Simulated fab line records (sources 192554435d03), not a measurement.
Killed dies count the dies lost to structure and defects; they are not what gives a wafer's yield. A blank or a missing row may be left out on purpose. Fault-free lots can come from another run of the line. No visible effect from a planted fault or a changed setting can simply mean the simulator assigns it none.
Which tool was responsible? | flow n5 finfet | 6 lots (17 wafers sampled), 1 step of a 1938-step route

WHAT EACH GAUGE READ, for each wafer
N5_WELL_APT_CD_MEAS_25 targets a cd of 200 nm.
lot  | measured    | on        | cd nm (nm)
L629 | day 1 21:28 | cd sem-03 | 201.0 203.3 205.4
L631 | day 2 08:50 | cd sem-02 | 201.0 202.4 204.1
L640 | day 4 14:56 | cd sem-02 | 204.4 201.4 201.2
L642 | day 5 03:10 | cd sem-03 | 202.5 203.2 200.1
L646 | day 6 03:17 | cd sem-01 | 200.5 201.1
L649 | day 6 20:58 | cd sem-02 | 200.5 199.7 200.6

EACH LOT AND THE TOOL THAT RAN IT (in order: tool; ch and the chambers of the sampled wafers; start)
There is no process step in the record ahead of these readings.

THE ANSWER, worked out from the rows above alone
Rule: what is usual is taken from the lots themselves. The widest of any qualifying gaps counts: lots, ordered by their means at a reading, are off when they make up no more than a third of the lots, leave a main group of 4 or more, and stand apart from it by 3 or more times the standard deviation of that group's means. Not used: any main group whose means are identical at the precision the tables above print for the reading. A lot without any number at a reading at which 4 lots or more have one is off too. Where the step has rows for the other lots, those lots are counted as sound.
No lot is off at any reading shown: from this, nothing can be told.

WHAT HAD BEEN PUT IN BY THE SIMULATOR
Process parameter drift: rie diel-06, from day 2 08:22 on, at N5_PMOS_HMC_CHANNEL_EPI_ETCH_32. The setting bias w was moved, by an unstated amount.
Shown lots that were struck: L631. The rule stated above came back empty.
